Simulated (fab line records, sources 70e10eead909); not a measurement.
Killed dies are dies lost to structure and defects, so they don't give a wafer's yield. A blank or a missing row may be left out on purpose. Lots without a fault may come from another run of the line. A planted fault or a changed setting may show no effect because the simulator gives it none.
Chamber matching | flow nand_harc | NHARC_P_M2_ETCH_35 on rie_diel-10: 4 sister chambers
The step etches the open film in N2/H2, target depth 40 nm, overetch 12 nm, time 43.94 s. 22 wafers are shown with their chamber, then 11 later ones without.

WAFERS WITH THEIR CHAMBER
wafer  | chamber | showerhead_plenum_p_Torr (Torr) | drypump_motor_current_A (A) | rf_vpp_V (V)
L075.2 | 2       | 2.01                            | 5.5                         | 429.2
L075.4 | 1       | 2.20                            | 5.6                         | 435.1
L075.5 | 1       | 2.20                            | 5.6                         | 434.0
L076.3 | 3       | 2.04                            | 5.6                         | 430.7
L076.4 | 2       | 2.01                            | 5.5                         | 429.7
L076.5 | 2       | 2.01                            | 5.5                         | 428.4
L077.2 | 0       | 1.96                            | 5.0                         | 426.7
L077.3 | 2       | 2.01                            | 5.5                         | 429.6
L077.5 | 1       | 2.20                            | 5.6                         | 435.3
L079.1 | 0       | 1.95                            | 5.0                         | 429.8
L079.3 | 2       | 2.01                            | 5.5                         | 430.1
L079.4 | 1       | 2.20                            | 5.6                         | 433.7
L087.2 | 2       | 2.00                            | 5.5                         | 428.8
L087.5 | 3       | 2.04                            | 5.6                         | 431.1
L087.6 | 0       | 1.95                            | 5.1                         | 428.3
L088.1 | 2       | 2.00                            | 5.5                         | 428.0
L088.4 | 3       | 2.04                            | 5.6                         | 429.1
L088.5 | 1       | 2.20                            | 5.6                         | 435.3
L089.1 | 2       | 2.00                            | 5.5                         | 428.3
L089.3 | 3       | 2.04                            | 5.7                         | 430.5
L089.6 | 2       | 2.00                            | 5.5                         | 429.1
L092.1 | 0       | 1.95                            | 5.0                         | 427.8

SIGNATURES (means of the wafers above)
reading                  | chamber 0 | chamber 1 | chamber 2 | chamber 3 | scatter within a chamber
showerhead_plenum_p_Torr | 1.9525    | 2.2000    | 2.0056    | 2.0400    | 0.00406
drypump_motor_current_A  | 5.025     | 5.600     | 5.500     | 5.625     | 0.0289
rf_vpp_V                 | 428.150   | 434.680   | 429.022   | 430.350   | 0.869
Rule: a wafer's distance from a chamber is the root of the sum, over the readings, of the square of ((its reading less the chamber's mean) divided by the reading's scatter). The wafer belongs to the nearest chamber; if the next one is less than 2 further off, it can't be placed. The scatter: the root of (the sum of the squares of (reading less its chamber's mean) over the shown wafers, divided by (wafers less chambers)).

WAFERS WITHOUT THEIR CHAMBER
wafer  | showerhead_plenum_p_Torr (Torr) | drypump_motor_current_A (A) | rf_vpp_V (V)
L092.3 | 2.04                            | 5.6                         | 430.9
L092.6 | 2.00                            | 5.5                         | 430.8
L093.3 | 1.95                            | 5.0                         | 428.9
L093.4 | 2.04                            | 5.7                         | 430.4
L093.5 | 1.95                            | 5.1                         | 428.3
L095.2 | 1.95                            | 5.1                         | 429.0
L095.3 | 2.04                            | 5.7                         | 431.4
L095.5 | 2.04                            | 5.7                         | 429.7
L097.3 | 2.04                            | 5.7                         | 431.2
L097.4 | 2.20                            | 5.6                         | 436.4
L097.6 | 1.95                            | 5.1                         | 428.2

WHICH CHAMBER EACH WENT THROUGH
wafer  | from the rows above | in truth
L092.3 | 3                   | 3
L092.6 | 2                   | 2
L093.3 | 0                   | 0
L093.4 | 3                   | 3
L093.5 | 0                   | 0
L095.2 | 0                   | 0
L095.3 | 3                   | 3
L095.5 | 3                   | 3
L097.3 | 3                   | 3
L097.4 | 1                   | 1
L097.6 | 0                   | 0
Placed correctly: 11 of 11. Can't be placed from these rows: 0. Placed wrongly: 0.
